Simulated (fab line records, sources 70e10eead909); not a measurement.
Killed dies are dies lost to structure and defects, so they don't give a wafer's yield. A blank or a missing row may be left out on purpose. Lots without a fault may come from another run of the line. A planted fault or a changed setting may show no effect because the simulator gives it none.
fab line records | flow nand_harc
record lots=6 wafers=16 last_day=24
route steps=1159 shown A_SGD_CUT@760 END@1159
lots that met no fault: from a run of the same line without faults
start_h: hours from the record's first day to the start of the lot's first wafer shown | wait_h: hours since the lot's step before | " the same as in the row above | L1.1+2: a row that stands for several wafers | - no value, or no start given | * or withheld: withheld | < > ~ a bound
route shown NAME@n: a module of which the file shows steps, and the number in the route of the first | usual: mean/standard deviation of fault-free wafers | same: alike in all rows | chamber/n: place in a boat | sites: the reading at each site | _std_site: their standard deviation | _edge_site: outer sites' mean less inner sites' | radius_mm: how far each site lies from the wafer's centre | mask NAME#n: copy n | behind: the tool/chamber that last shaped the wafer | hold: why the lot was held/for how many hours/how that ended | device: the transistor (n, p or np) that didn't switch | end of line: the same wafers' tests at the end of the route | a step without rows: its recipe alone | killed: dies lost to structure and defects at the first sort, not the wafer's yield | map: a wafer's dies, x killed, . not, _ none there
set.NAME: the setting as run; set.NAME@STEP: as run at that earlier step | model.NAME: the simulator's own value behind a step, which no gauge read
lots at some steps of the route; a table a step, a row a wafer
services: from which hour (start_h, from the record's first day; less than 0 if before it) a tool's chamber was out of use, for how many hours, and why
## steps
# step NHARC_A_SGD_CUT_INSPECT_11
# usual raw_defect_count=17/8.5
# columns lot.wafer tool chamber start_h wait_h raw_defect_count
L122.2 defect_inspect-01 - 315.19 0.0 6
L122.3 " - " " 2
L122.5 " - " " 6
L124.2 defect_inspect-02 - 325.21 0.0 16
L124.3 " - " " 19
L124.5 " - " " 16
L132.4 defect_inspect-02 - 403.88 0.0 9
L132.6 " - " " 5
L135.2 defect_inspect-02 - 409.81 0.0 27
L135.5 " - " " 21
L142.1 defect_inspect-01 - 447.96 0.0 16
L142.5 " - " " 20
L142.6 " - " " 18
L143.2 defect_inspect-01 - 448.10 0.0 7
L143.5 " - " " 12
L143.6 " - " " 18
# step NHARC_A_SGD_CUT_DESCUM_14
# recipe time_s=3 o2_flow_sccm=200 ar_flow_sccm=0 bias_power_w=0 chemistry=O2
# usual drypump_motor_current_A=5.90/0.27 mfc_ar_sccm=0.010/0.011 oes_product_au=0.998/0.011 rf_vpp_V=58.0/0.9 showerhead_plenum_p_Torr=1.94/0.088 throttle_valve_pct=11.312/0.0084
# columns lot.wafer tool chamber start_h wait_h drypump_motor_current_A mfc_ar_sccm oes_product_au rf_hours_counter_h rf_vpp_V showerhead_plenum_p_Torr throttle_valve_pct
L122.2 rie_diel-13 0 315.25 0.1 5.67 0 1.006 4 57.3 1.86 11.324
L122.3 " 2 " " 5.71 0.005 0.982 3 57.6 1.90 11.318
L122.5 " 1 " " 5.74 0 0.978 - 58.3 2.03 11.310
L124.2 rie_diel-05 2 325.27 0.1 6.11 0 1.013 11 57.4 1.87 11.305
L124.3 " 1 " " 5.52 0.016 0.993 10 57.3 1.80 11.314
L124.5 " 3 " " 5.68 0.030 0.996 - 58.2 2.00 11.307
L132.4 rie_diel-02 1 403.97 0.1 6.39 0.011 1.007 7 58.7 1.87 11.325
L132.6 " 3 " " 6.06 0 1.015 - 57.5 2.02 11.320
L135.2 rie_diel-13 2 409.88 0.1 5.74 0.005 0.993 11 57.8 1.90 11.308
L135.5 " 1 " " 5.72 0 0.975 - 57.4 2.03 11.315
L142.1 rie_diel-02 3 448.04 0.1 6.03 0 1.006 11 57.2 2.02 11.306
L142.5 " 0 " " 5.83 0 1.003 - 57.8 2.04 11.335
L142.6 " 1 " " 6.39 0.011 0.994 - 57.6 1.86 11.311
L143.2 rie_diel-13 1 448.19 0.1 5.74 0 0.986 17 57.8 2.02 11.328
L143.5 " 2 " " 5.76 0.005 1.000 - 57.4 1.89 11.317
L143.6 " 3 " " 6.19 0.009 1.000 - 60.4 2.05 11.309
# step NHARC_A_SGD_CUT_ETCH_58
# recipe target_depth_a=390 over_etch_frac=0.3 time_s=65 ion_energy_ev=80 cf4_flow_sccm=150 ar_flow_sccm=0 rf_w=300 bias_w=100 chemistry=CF4
# step NHARC_A_SGD_CUT_ETCH_59
# recipe target_depth_a=2600 over_etch_frac=0.25 time_s=406.25 ion_energy_ev=200 n2_flow_sccm=150 h2_flow_sccm=150 ar_flow_sccm=0 rf_w=400 bias_w=150 chemistry=N2/H2
# usual bias_w=150.0/0.48 drypump_motor_current_A=5.90/0.26 mfc_ar_sccm=0.010/0.011 oes_product_au=0.998/0.011 rf_vpp_V=431.1/2.8 showerhead_plenum_p_Torr=2.07/0.097 throttle_valve_pct=14.170/0.0088
# columns lot.wafer tool chamber start_h wait_h bias_w drypump_motor_current_A mfc_ar_sccm oes_product_au rf_hours_counter_h rf_vpp_V showerhead_plenum_p_Torr throttle_valve_pct
L122.2 rie_diel-13 3 - - 151.1 6.21 0.009 0.998 5 435.1 2.19 14.168
L122.3 " 1 " " 150.2 5.69 0 0.991 4 433.1 2.17 14.175
L122.5 " 2 " " 150.1 5.71 0.005 0.977 - 428.7 2.02 14.171
L124.2 rie_diel-05 2 - - 150.4 6.14 0 1.006 11 429.1 1.99 14.185
L124.3 " 0 " " 149.1 6.18 0.021 1.002 10 433.9 2.18 14.160
L124.5 " 2 " " 149.8 6.19 0 1.009 - 429.2 1.99 14.184
L132.4 rie_diel-02 1 - - 149.4 6.39 0.011 1.004 7 428.5 1.99 14.153
L132.6 " 2 " " 149.7 5.73 0.020 0.987 - 428.5 1.97 14.179
L135.2 rie_diel-13 0 - - 150.5 5.65 0 1.016 14 428.6 1.98 14.164
L135.5 " 1 " " 149.4 5.74 0 0.979 - 434.9 2.16 14.165
L142.1 rie_diel-02 2 - - 149.8 5.71 0.020 0.984 12 428.9 1.97 14.162
L142.6 " 3 " " 149.9 6.08 0 1.013 - 433.9 2.15 14.169
L142.5 " 0 " " 149.5 5.86 0 0.987 - 434.0 2.17 14.178
L143.2 rie_diel-13 3 - - 149.6 6.20 0.009 1.002 18 433.5 2.19 14.171
L143.5 " 2 " " 150.3 5.73 0.005 0.995 - 429.5 2.02 14.181
L143.6 " 3 " " 149.7 6.16 0.009 0.993 - 435.7 2.19 14.153
# step NHARC_A_SGD_CUT_ETCH_15
# recipe target_depth_a=750 time_s=64.3 ch3f_flow_sccm=50 o2_flow_sccm=30 ar_flow_sccm=200 rf_w=500 bias_w=100 chemistry=CH3F/O2
# usual bias_w=100.01/0.27 drypump_motor_current_A=5.89/0.27 mfc_ar_sccm=200.0/0.57 oes_product_au=0.958/0.019 rf_vpp_V=264.3/1.8 showerhead_plenum_p_Torr=2.50/0.11 throttle_valve_pct=20.663/0.0092
# columns lot.wafer tool chamber start_h wait_h bias_w drypump_motor_current_A mfc_ar_sccm oes_product_au rf_hours_counter_h rf_vpp_V showerhead_plenum_p_Torr throttle_valve_pct
L122.3 rie_diel-13 0 - - 99.76 5.65 200.3 0.969 4 261.8 2.40 20.659
L122.2 " 3 " " 100.01 6.16 199.4 0.966 5 265.9 2.63 20.678
L122.5 " 0 " " 99.62 5.64 199.7 0.961 - 263.2 2.40 20.653
L124.2 rie_diel-05 1 - - 99.26 5.50 200.7 0.976 10 262.6 2.32 20.669
L124.3 " 3 " " 99.90 5.69 200.4 0.954 9 265.3 2.57 20.662
L124.5 " 0 " " 99.93 6.17 200.3 0.966 - 265.8 2.61 20.663
L132.4 rie_diel-02 2 - - 100.30 5.71 200.3 0.956 8 261.7 2.38 20.663
L132.6 " 1 " " 100.13 6.39 200.2 0.987 - 263.1 2.40 20.665
L135.2 rie_diel-13 2 - - 100.25 5.71 199.4 0.926 12 263.2 2.44 20.668
L135.5 " 1 " " 99.80 5.70 200.1 0.911 - 266.2 2.60 20.668
L142.1 rie_diel-02 3 - - 100.51 6.11 199.3 1.001 12 265.8 2.59 20.663
L142.6 " 1 " " 100.25 6.39 200.0 0.958 - 263.5 2.40 20.662
L142.5 " 2 " " 100.27 5.71 200.1 0.966 - 262.7 2.38 20.659
L143.2 rie_diel-13 2 - - 100.13 5.67 199.8 0.958 16 263.7 2.43 20.660
L143.5 " 2 " " 100.16 5.72 200.7 0.958 - 264.5 2.43 20.657
L143.6 " 3 " " 100.02 6.20 200.1 0.957 - 264.1 2.63 20.673
# step NHARC_A_SGD_CUT_ETCH_16
# recipe target_depth_a=3105 time_s=155.2 c4f8_flow_sccm=withheld o2_flow_sccm=8 ar_flow_sccm=withheld rf_w=600 bias_w=800 chemistry=C4F8/O2/Ar
# usual bias_w=799.8/2.4 oes_product_au=0.966/0.016 rf_vpp_V=724/4.3
# columns lot.wafer tool chamber start_h wait_h bias_w oes_product_au rf_hours_counter_h rf_vpp_V
L122.3 rie_diel-13 1 - - 799.6 0.958 4 727
L122.2 " 0 " " 798.7 0.972 4 720
L122.5 " 1 " " 803.1 0.959 - 729
L124.2 rie_diel-05 3 - - 797.0 0.954 9 728
L124.3 " 1 " " 802.3 0.977 10 717
L124.5 " 0 " " 801.9 0.982 - 730
L132.4 rie_diel-02 3 - - 796.6 0.979 7 728
L132.6 " 3 " " 799.1 0.978 - 727
L135.2 rie_diel-13 1 - - 799.8 0.945 14 729
L135.5 " 1 " " 803.4 0.939 - 729
L142.1 rie_diel-02 0 - - 801.9 0.949 11 729
L142.5 " 1 " " 800.7 0.960 - 720
L142.6 " 2 " " 800.2 0.970 - 718
L143.2 rie_diel-13 2 - - 799.5 0.962 16 722
L143.6 " 0 " " 800.6 0.993 - 720
L143.5 " 1 " " 802.6 0.959 - 729
# step NHARC_A_SGD_CUT_STRIP_60
# recipe c4f8_flow_sccm=withheld o2_flow_sccm=8 ar_flow_sccm=withheld bias_w=0 chemistry=C4F8/O2/Ar
# step NHARC_A_SGD_CUT_STRIP_17
# recipe o2_flow_sccm=500 ar_flow_sccm=0 bias_w=0 chemistry=O2
# usual drypump_motor_current_A=5.91/0.26 mfc_ar_sccm=0.011/0.011 oes_product_au=0.996/0.01 rf_vpp_V=57.9/0.85 showerhead_plenum_p_Torr=3.59/0.15 throttle_valve_pct=17.035/0.0093
# same bias_w=0
# columns lot.wafer tool chamber start_h wait_h drypump_motor_current_A mfc_ar_sccm oes_product_au rf_hours_counter_h rf_vpp_V showerhead_plenum_p_Torr throttle_valve_pct
L122.2 rie_diel-13 1 - - 5.71 0 0.979 4 57.6 3.73 17.042
L122.3 " 3 " " 6.20 0.009 1.001 5 56.9 3.77 17.039
L122.5 " 1 " " 5.72 0 0.982 - 57.9 3.73 17.034
L124.3 rie_diel-05 3 - - 5.69 0.030 0.981 10 57.1 3.68 17.032
L124.2 " 1 " " 5.52 0.016 0.986 10 58.0 3.33 17.024
L124.5 " 0 " " 6.17 0.021 0.992 - 57.7 3.74 17.034
L132.4 rie_diel-02 1 - - 6.38 0.011 0.994 7 57.8 3.45 17.052
L132.6 " 2 " " 5.73 0.020 0.991 - 58.1 3.43 17.043
L135.2 rie_diel-13 0 - - 5.67 0 0.999 14 57.9 3.44 17.065
L135.5 " 2 " " 5.74 0.005 1.002 - 57.8 3.50 17.038
L142.1 rie_diel-02 3 - - 6.11 0 1.012 12 58.0 3.71 17.035
L142.6 " 0 " " 5.87 0 0.997 - 57.4 3.74 17.031
L142.5 " 1 " " 6.40 0.011 0.985 - 56.4 3.44 17.045
L143.2 rie_diel-13 1 - - 5.68 0 0.985 18 58.4 3.72 17.017
L143.5 " 2 " " 5.71 0.005 0.991 - 57.9 3.50 17.025
L143.6 " 3 " " 6.16 0.009 1.004 - 57.7 3.76 17.028
# step NHARC_A_SGD_CUT_PRECLEAN_18
# recipe time_s=* temp_c=50 bath_age_min=0 chemistry=SC1
# step NHARC_A_SGD_CUT_SRD_19
# step NHARC_A_SGD_CUT_DEP_20
# recipe target_thk_a=1500 temp_c=65 material=SiO2
# step NHARC_A_SGD_CUT_ANNEAL_27
# recipe temp_c=450 time_s=1800
# step NHARC_A_SGD_CUT_CMP_21
# recipe target_thk_nm=148.19
# usual motor_current_A=12.0/0.66 pad_life_wafers=314/130 time_to_endpoint_s=50.7/2.8
# columns lot.wafer tool chamber start_h wait_h motor_current_A pad_life_wafers time_to_endpoint_s
L122.2 cmp-02 1 324.05 0.4 12.2 469 54.1
L122.3 " 2 " " 12.8 470 50.7
L122.5 " 1 " " 11.2 - 52.7
L124.3 cmp-03 0 330.98 0.4 12.2 366 47.0
L124.2 " 3 " " 11.4 369 49.6
L124.5 " 1 " " 10.7 - 49.8
L132.4 cmp-03 2 409.49 0.4 13.7 296 51.1
L132.6 " 0 " " 12.5 - 104.7
L135.2 cmp-03 1 416.52 0.4 11.2 378 95.0
L135.5 " 2 " " 13.0 - 47.7
L142.1 cmp-04 0 453.76 0.7 12.6 429 52.4
L142.6 " 1 " " 12.4 - 53.0
L142.5 " 2 " " 11.8 - 46.3
L143.2 cmp-04 2 453.88 0.9 12.0 434 47.4
L143.5 " 0 " " 12.5 - 54.1
L143.6 " 1 " " 11.9 - 54.5
# step NHARC_A_SGD_CUT_THK_MEAS_22
# recipe thk_meas_gauge=ellipsometry
# usual thk_nm=148.4/1.4
# columns lot.wafer tool chamber start_h wait_h thk_nm
L122.2 film_metro-01 - 324.28 0.2 150.8
L122.3 " - " " 148.4
L122.5 " - " " 147.6
L124.2 film_metro-02 - 331.23 0.2 147.1
L124.3 " - " " 147.5
L124.5 " - " " 148.1
L132.4 film_metro-01 - 409.70 0.2 150.2
L132.6 " - " " 150.4
L135.2 film_metro-01 - 416.78 0.2 146.2
L135.5 " - " " 148.0
L142.1 film_metro-01 - 453.94 0.2 148.9
L142.5 " - " " 147.6
L142.6 " - " " 149.1
L143.2 film_metro-01 - 454.09 0.2 146.3
L143.5 " - " " 147.0
L143.6 " - " " 149.1
# step NHARC_END_SORT_01
# recipe temp_c=25
# usual killed_at_array=25/9.5 killed_at_other=0.8/1.2 killed_at_periphery=3.4/2.2 killed_dies=29/10 killed_open=3.3/1.8 killed_short=2.1/1.4
# same gross_dies=677
# columns lot.wafer tool chamber start_h wait_h killed_at_array killed_at_other killed_at_periphery killed_dies killed_open killed_short
L122.2 prober-01 0 458.00 2.8 14 0 0 14 2 1
L122.3 prober-01 0 458.82 3.2 11 1 3 15 2 3
L122.5 prober-01 0 460.45 3.8 14 3 1 18 4 1
# killed by level:class
L122.2 A_CONTACT:chamber_film_flake=5 A_CONTACT:geometric_particle:open=2 A_CHANNEL_HOLE_D1:chamber_film_flake=2 A_SLIT:chamber_film_flake=2 A_CONTACT:geometric_particle:short=1 A_STAIRCASE:chamber_film_flake=1 A_WL_FILL:chamber_film_flake=1
L122.3 A_CONTACT:chamber_film_flake=5 P_CONTACT:geometric_particle:short=1 A_CHANNEL_HOLE_D1:geometric_particle:short=1 A_CONTACT:geometric_particle:open=1 A_M0:geometric_particle:open=1 A_M0:geometric_particle:short=1 P_GATE:chamber_film_flake=1 P_M1:chamber_film_flake=1
L122.5 A_CONTACT:chamber_film_flake=4 HYBRID_BOND:chamber_film_flake=3 A_CHANNEL_HOLE_D1:chamber_film_flake=2 A_STAIRCASE:chamber_film_flake=2 A_WL_FILL:geometric_particle:short=1 A_WL_FILL:geometric_particle:open=1 A_CONTACT:geometric_particle:open=1 A_BLC:geometric_particle:open=1
## services
# columns tool chamber start_h hours kind
cmp-02 - 293.16 1.2 repair
cmp-04 - 301.01 4.0 pm
cmp-04 - 305.54 1.3 repair
cmp-03 - 318.77 1.3 repair
cmp-02 - 324.50 4.0 pm
rie_diel-02 - 327.71 9.0 pm
cmp-04 - 334.42 0.5 repair
rie_diel-05 - 336.11 1.2 repair
rie_diel-05 - 340.60 9.0 pm
cmp-03 - 352.09 4.0 pm
cmp-04 - 366.21 0.3 repair
rie_diel-13 2 371.97 12.1 repair
rie_diel-13 2 394.25 3.6 repair
cmp-03 - 396.31 0.9 repair
cmp-04 - 399.01 4.0 pm
rie_diel-05 1 404.34 19.3 repair
cmp-03 - 405.13 1.8 repair
rie_diel-05 0 421.02 11.1 repair
rie_diel-05 3 434.95 1.4 repair
rie_diel-05 - 435.34 1.6 repair
rie_diel-05 - 438.52 2.7 repair
cmp-04 - 444.16 0.4 repair
cmp-03 - 450.14 4.0 pm
rie_diel-13 - 453.00 9.0 pm
## key
first_sign step=NHARC_A_SGD_CUT_CMP_21 reading=time_to_endpoint_s direction=up sigmas=18 usual=* struck=*
effect none on later readings
met_at NHARC_A_SGD_CUT_CMP_21
struck_wafers L132.6,L135.2
tester_left_out L132,L135
onset_between 330.98 409.49
fault kind=process_parameter_drift tool=cmp-03 chamber=- onset_h=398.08 steps=NHARC_A_SGD_CUT_CMP_21 channel=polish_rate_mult offset=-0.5 shape=step end_h=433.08 scope=struck_wafers_only
# tester_left_out: of these lots the tester's yield and bins aren't shown, on N5 and GAA mostly nor the transistor test; their killed dies are dies lost to structure and defects alone, not to doping, threshold or leakage, so they don't give the yield
